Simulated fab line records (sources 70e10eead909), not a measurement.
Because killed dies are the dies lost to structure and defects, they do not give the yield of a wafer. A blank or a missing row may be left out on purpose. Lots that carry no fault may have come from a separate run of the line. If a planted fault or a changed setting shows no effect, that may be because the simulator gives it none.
The tool behind it: which one?	flow nand harc	Sampling: 14 lots, 42 wafers, 4 of 1159 route steps

WHAT THE GAUGES READ, wafer by wafer
NHARC_A_BONDPAD_CD_MEAS_13.
lot	measured	on	cd nm (nm)
L237	day 18 03:44	cd sem-02	492 497 499
L239	day 18 10:57	cd sem-01	504 502 499
L240	day 19 02:53	cd sem-02	503 506 503
L241	day 18 04:11	cd sem-01	498 505 499
L243	day 20 07:10	cd sem-02	498 493 496
L244	day 20 04:49	cd sem-01	501 496 499
L246	day 20 14:58	cd sem-02	501 500 504
L245	day 20 05:19	cd sem-01	499 497 501
L248	day 20 11:24	cd sem-01	498 498 499
L249	day 20 14:34	cd sem-03	501 501 502
L252	day 22 01:04	cd sem-03	501 503 497
L256	day 23 06:17	cd sem-03	501 496 496
L257	day 22 15:29	cd sem-02	495 500 503
L260	day 23 15:26	cd sem-02	502 499 498

NHARC_THIN_TSV_THK_MEAS_02: measures by ir.
lot	measured	on	thk nm (nm)
L237	day 18 22:47	film metro-02	2904 2731 3018
L239	day 19 02:24	film metro-01	2509 2894 2818
L240	day 19 16:57	film metro-02	2497 2822 2737
L241	day 18 23:58	film metro-02	2859 3092 3175
L243	day 21 02:15	film metro-01	3082 3184 3212
L244	day 20 23:50	film metro-01	2967 3265 2592
L246	day 21 07:55	film metro-01	3023 3226 3128
L245	day 20 22:37	film metro-02	3729 3306 3235
L248	day 21 03:29	film metro-02	2921 3115 2814
L249	day 21 06:43	film metro-02	2881 2742 2477
L252	day 22 15:04	film metro-01	2936 2750 2882
L256	day 23 20:04	film metro-01	2782 2624 2779
L257	day 23 08:08	film metro-02	3400 3175 3136
L260	day 24 05:43	film metro-02	2825 2607 2778

NHARC_END_SORT_01.
lot	measured	on	killed at array	killed at other	killed at periphery	killed dies	killed open	killed short
L249	day 22 05:56	prober-01	92 98 97	0 0 0	1 3 1	93 101 98	6 4 4	3 0 0
L252	day 23 07:19	prober-02	80 100 115	2 0 0	5 3 1	87 103 116	2 2 5	0 0 4

WHAT TOOL EACH LOT RAN ON (gives the tool, then ch and the chambers of the sampled wafers, and finally the start)
lot	NHARC_A_ONON_D1_DEP_03
L237	pecvd onon-04 ch 0, day 7 08:04
L239	pecvd onon-01 ch 0, day 8 02:23
L240	pecvd onon-01 ch 0, day 8 08:25
L241	pecvd onon-01 ch 0, day 8 12:43
L243	pecvd onon-04 ch 0, day 9 06:53
L244	pecvd onon-04 ch 0, day 9 13:14
L246	pecvd onon-02 ch 0, day 9 13:25
L245	pecvd onon-04 ch 0, day 9 13:41
L248	pecvd onon-01 ch 0, day 10 00:03
L249	pecvd onon-04 ch 0, day 10 16:20
L252	pecvd onon-04 ch 0, day 11 20:14
L256	pecvd onon-02 ch 0, day 12 09:25
L257	pecvd onon-01 ch 0, day 12 09:25
L260	pecvd onon-02 ch 0, day 13 00:22
- NHARC_A_ONON_D1_DEP_03: target thk 1000 nm.

WHAT THE TOOLS THEMSELVES READ (means of the sampled wafers that have a number; where no wafer has one, the mark that the record gives instead)
NHARC_A_ONON_D1_DEP_03.
lot	tool	n2 flow sccm (sccm)	n2o flow sccm (sccm)	sih4 flow sccm (sccm)
L237	pecvd onon-04	2746	2004	209.7
L239	pecvd onon-01	2745	1998	210.3
L240	pecvd onon-01	2752	2007	210.7
L241	pecvd onon-01	2741	1988	209.4
L243	pecvd onon-04	2748	2000	209.0
L244	pecvd onon-04	2752	2001	210.3
L246	pecvd onon-02	2745	2003	210.0
L245	pecvd onon-04	2760	2005	210.2
L248	pecvd onon-01	2744	1993	209.6
L249	pecvd onon-04	2750	2004	210.2
L252	pecvd onon-04	2753	2003	209.9
L256	pecvd onon-02	2750	2005	210.7
L257	pecvd onon-01	2756	2006	210.9
L260	pecvd onon-02	2755	2001	210.0

THE ANSWER, worked out from the rows above alone
Rule: the usual values come from the lots themselves. The widest of any qualifying gaps counts: lots, ordered by their means at a reading, are off when they make up no more than a third of the lots, leave a main group of 4 or more, and stand apart from it by 3 or more times the standard deviation of that group's means. The tables above print the reading to a certain number of digits; a main group whose means all agree to those digits is not used. Also off: a lot with no number at a reading for which 4 or more lots have one. All remaining lots with rows at the step are treated as sound. The gauges are gone through in route order, then the tools' own readings, and for those a lot's mean is taken as printed above. The first step at which some lot is off is used, and at that step the reading that is off furthest; a lot without a number counts as furthest.
No lot is off on any of the readings shown, so nothing can be concluded from this.

WHAT THE SIMULATOR PUT IN
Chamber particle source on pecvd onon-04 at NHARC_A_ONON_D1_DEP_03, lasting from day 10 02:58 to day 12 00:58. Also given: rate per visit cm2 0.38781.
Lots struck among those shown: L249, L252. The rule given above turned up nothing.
